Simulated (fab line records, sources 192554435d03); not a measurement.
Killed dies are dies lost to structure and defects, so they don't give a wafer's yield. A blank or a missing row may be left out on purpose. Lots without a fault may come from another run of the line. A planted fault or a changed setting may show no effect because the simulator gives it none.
Split-lot experiment | flow n5_finfet | 7 lots, 21 wafers read, on a route of 1938 steps

THE SPLIT
At N5_BEOL_M5_COAT_05 (resist thk 30 nm), the setting spin_rpm was moved away from the recipe's 1500 rpm on 4 of the 21 wafers read, by -6.3% to +7.4%. The other wafers ran this setting at the recipe's value.

FROM THE SPLIT TO THE READING: what the file shows between them, 4 steps
- N5_BEOL_M5_EBR_07
- N5_BEOL_M5_SOFTBAKE_06: time 60 s
- N5_BEOL_M5_EXPOSE_08: exposes mask M5, target cd 28 nm
- N5_BEOL_M5_PEB_09: peb time 60 s

THE READING
CAR-EUV_of_BEOL_M5_COAT_05.thk_nm (the simulator's own value, which no gauge read), in nm, at N5_BEOL_M5_DEVELOP_10 (develop time 30 s). The file gives no usual value for it. The 17 wafers here that ran the recipe average 29.6 nm, standard deviation 0.064 nm.

wafer  | tool, chamber at the split | spin_rpm as run, rpm | against the recipe | CAR-EUV_of_BEOL_M5_COAT_05.thk_nm, nm | against lot-mates on the recipe
L076.2 | litho_track-03, 0          | 1500                 | recipe             | 29.6                                  | -
L076.4 | litho_track-03, 0          | 1500                 | recipe             | 29.6                                  | -
L076.5 | litho_track-03, 0          | 1500                 | recipe             | 29.4                                  | -
L079.1 | litho_track-03, 0          | 1406                 | -6.3%              | 30.6                                  | +1.0
L079.2 | litho_track-03, 0          | 1500                 | recipe             | 29.6                                  | -
L079.4 | litho_track-03, 0          | 1500                 | recipe             | 29.6                                  | -
L083.3 | litho_track-04, 0          | 1500                 | recipe             | 29.6                                  | -
L083.4 | litho_track-04, 0          | 1500                 | recipe             | 29.6                                  | -
L083.5 | litho_track-04, 0          | 1500                 | recipe             | 29.6                                  | -
L088.1 | litho_track-04, 0          | 1500                 | recipe             | 29.6                                  | -
L088.4 | litho_track-04, 0          | 1500                 | recipe             | 29.6                                  | -
L088.5 | litho_track-04, 0          | 1500                 | recipe             | 29.6                                  | -
L089.1 | litho_track-04, 0          | 1500                 | recipe             | 29.6                                  | -
L089.2 | litho_track-04, 0          | 1500                 | recipe             | 29.6                                  | -
L089.4 | litho_track-04, 0          | 1500                 | recipe             | 29.6                                  | -
L090.1 | litho_track-05, 0          | 1422                 | -5.2%              | 30.2                                  | +0.8
L090.2 | litho_track-05, 0          | 1500                 | recipe             | 29.4                                  | -
L090.5 | litho_track-05, 0          | 1422                 | -5.2%              | 30.4                                  | +1.0
L092.1 | litho_track-03, 0          | 1500                 | recipe             | 29.6                                  | -
L092.4 | litho_track-03, 0          | 1500                 | recipe             | 29.6                                  | -
L092.3 | litho_track-03, 0          | 1611                 | +7.4%              | 28.4                                  | -1.2

THE FIT
A straight line over all 21 wafers: CAR-EUV_of_BEOL_M5_COAT_05.thk_nm changes by -0.153 nm for each +1% of spin_rpm; r = -0.98; the points scatter about the line by 0.075 nm.
The same after taking each lot's own level away (the mean of its wafers on the recipe; 21 wafers): -0.165 nm for each +1%; r = -0.99; scatter 0.052 nm.
On that fit, the largest move of spin_rpm shifts the reading by 1.2 nm.
The lots' own levels span 29.40 to 29.60 nm, that is 3.1 times the standard deviation above.
So the lot-to-lot level changes the slope little: the two slopes agree.
Check: with one of the wafers moved furthest among these (+7.4%) left out of the fit, the line predicts -1.24 nm for it against its lot-mates. It came out at -1.2 nm against them.

THE WHOLE CHAIN: every reading that the file lists as answering this split, in the file's order
step                  | what it does      | reading                                                                            | change (the file's fit)               | r (the file's)
N5_BEOL_M5_COAT_05    | resist thk 30 nm  | CAR-EUV_of_BEOL_M5_COAT_05.thk_nm (the simulator's own value, which no gauge read) | -0.168 nm for each +1% of the setting | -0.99
N5_BEOL_M5_DEVELOP_10 | develop time 30 s | CAR-EUV_of_BEOL_M5_COAT_05.thk_nm (the simulator's own value, which no gauge read) | -0.164 nm for each +1% of the setting | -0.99

THE FILE'S OWN FIT
CAR-EUV_of_BEOL_M5_COAT_05.thk_nm changes by -0.164 nm for each +1% of spin_rpm, r = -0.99.
